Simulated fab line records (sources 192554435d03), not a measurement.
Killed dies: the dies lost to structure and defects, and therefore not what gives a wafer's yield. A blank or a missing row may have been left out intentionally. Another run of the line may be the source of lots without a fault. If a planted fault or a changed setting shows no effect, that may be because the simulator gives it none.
Which tool is to blame?    flow n5-finfet    Sampling: 10 lots, 26 wafers, 5 of 1938 route steps

## WHAT THE GAUGES SHOWED, per wafer
N5_FIN_SAQP_OCD_MEAS_76.
lot   measured     on      trench-depth-nm (nm)
L115  day 2 08:13  ocd-01  117.2 119.6 119.7
L117  day 2 20:26  ocd-01  117.2 116.4 125.8
L118  day 3 03:34  ocd-01  120.4 118.3 122.7
L120  day 3 14:14  ocd-02  123.8 118.2 119.8
L124  day 4 14:50  ocd-01  181.3 183.7
L127  day 5 14:54  ocd-01  184.0 116.8
L128  day 5 18:19  ocd-01  117.4 117.5 122.3
L133  day 6 20:17  ocd-02  117.6 127.7
L136  day 7 15:35  ocd-01  117.1 116.9 116.1
L137  day 7 21:04  ocd-02  119.3 122.8

## EACH LOT AND THE TOOL THAT RAN IT (in order: tool; ch and the chambers of the sampled wafers; start)
lot   N5_FIN_SAQP_RECESS_75              N5_FIN_SAQP_ETCH_34                N5_FIN_SAQP_ETCH_64              N5_FIN_SAQP_FIN_ETCH_36
L115  vapor-etch-02 ch 0,1, day 2 04:31  rie-diel-06 ch 1,2, day 2 07:46    rie-si-03 ch 1,2,3, day 2 07:58  rie-si-03 ch 1,2,3, day 2 07:59
L117  vapor-etch-02 ch 0, day 2 16:56    rie-diel-03 ch 1,2, day 2 20:01    rie-si-05 ch 0,1,2, day 2 20:12  rie-si-05 ch 0,1,2, day 2 20:13
L118  vapor-etch-01 ch 0,1, day 2 22:59  rie-diel-05 ch 1,2,3, day 3 03:08  rie-si-01 ch 1,2,3, day 3 03:20  rie-si-01 ch 1,2,3, day 3 03:21
L120  vapor-etch-01 ch 0,1, day 3 10:46  rie-diel-03 ch 0,1, day 3 13:48    rie-si-01 ch 0,1,2, day 3 13:59  rie-si-01 ch 0,1,2, day 3 14:01
L124  vapor-etch-02 ch 1, day 4 11:05    rie-diel-05 ch 1,2, day 4 14:24    rie-si-03 ch 1,2, day 4 14:36    rie-si-03 ch 1,2, day 4 14:37
L127  vapor-etch-02 ch 0,1, day 5 08:17  rie-diel-05 ch 1,3, day 5 14:25    rie-si-03 ch 2,3, day 5 14:37    rie-si-03 ch 2,3, day 5 14:38
L128  vapor-etch-01 ch 0,1, day 5 11:59  rie-diel-05 ch 1,2, day 5 17:52    rie-si-01 ch 1,2, day 5 18:04    rie-si-01 ch 1,2, day 5 18:05
L133  vapor-etch-02 ch 0,1, day 6 16:38  rie-diel-05 ch 0,2, day 6 19:50    rie-si-05 ch 0,1, day 6 20:02    rie-si-05 ch 0,1, day 6 20:04
L136  vapor-etch-01 ch 1, day 7 11:56    rie-diel-03 ch 1,2,3, day 7 15:09  rie-si-05 ch 1,2, day 7 15:21    rie-si-05 ch 1,2, day 7 15:22
L137  vapor-etch-02 ch 0,1, day 7 17:19  rie-diel-03 ch 1,3, day 7 20:37    rie-si-03 ch 0,2, day 7 20:49    rie-si-03 ch 0,2, day 7 20:50
- N5_FIN_SAQP_RECESS_75: chemistry HF/NH3, target SiO2, target depth 14.4 nm, afs cycles 3, sublimation time 60 s.
- N5_FIN_SAQP_ETCH_34: etches SiO2 in C4F6/O2, target depth 45 nm, time 15 s.
- N5_FIN_SAQP_ETCH_64: etches SiO2 in CF4, target depth 1.5 nm.
- N5_FIN_SAQP_FIN_ETCH_36: etches the open film in HBr/Cl2/O2, target depth 120 nm, time 50.4 s.

## THE ANSWER, worked out from the rows above alone
Rule: the lots themselves supply what counts as usual. Put in order of their means at a reading, lots are off if they are a third of the lots or fewer, leave a main group of 4 or more, and stand apart from it by a gap of 3 or more times the standard deviation of the main group's means; of several such gaps the widest counts. If all means in a main group match to the digits the tables above print for the reading, that group is not used. A lot without any number at a reading at which 4 lots or more have one is off too. Any other lot the step has rows for is counted as sound.
Off, at N5_FIN_SAQP_OCD_MEAS_76 on trench-depth-nm: L124, L127. Main group: mean 119.9 nm, sd 1.6.
A tool fits if, at a process step before that reading, it ran every lot that is off, and no sound lot after the first of them. The gauges at N5_FIN_SAQP_OCD_MEAS_76 are tried like those tools. Not one of the candidates tried fits.

## WHAT THE SIMULATOR HAD PUT IN
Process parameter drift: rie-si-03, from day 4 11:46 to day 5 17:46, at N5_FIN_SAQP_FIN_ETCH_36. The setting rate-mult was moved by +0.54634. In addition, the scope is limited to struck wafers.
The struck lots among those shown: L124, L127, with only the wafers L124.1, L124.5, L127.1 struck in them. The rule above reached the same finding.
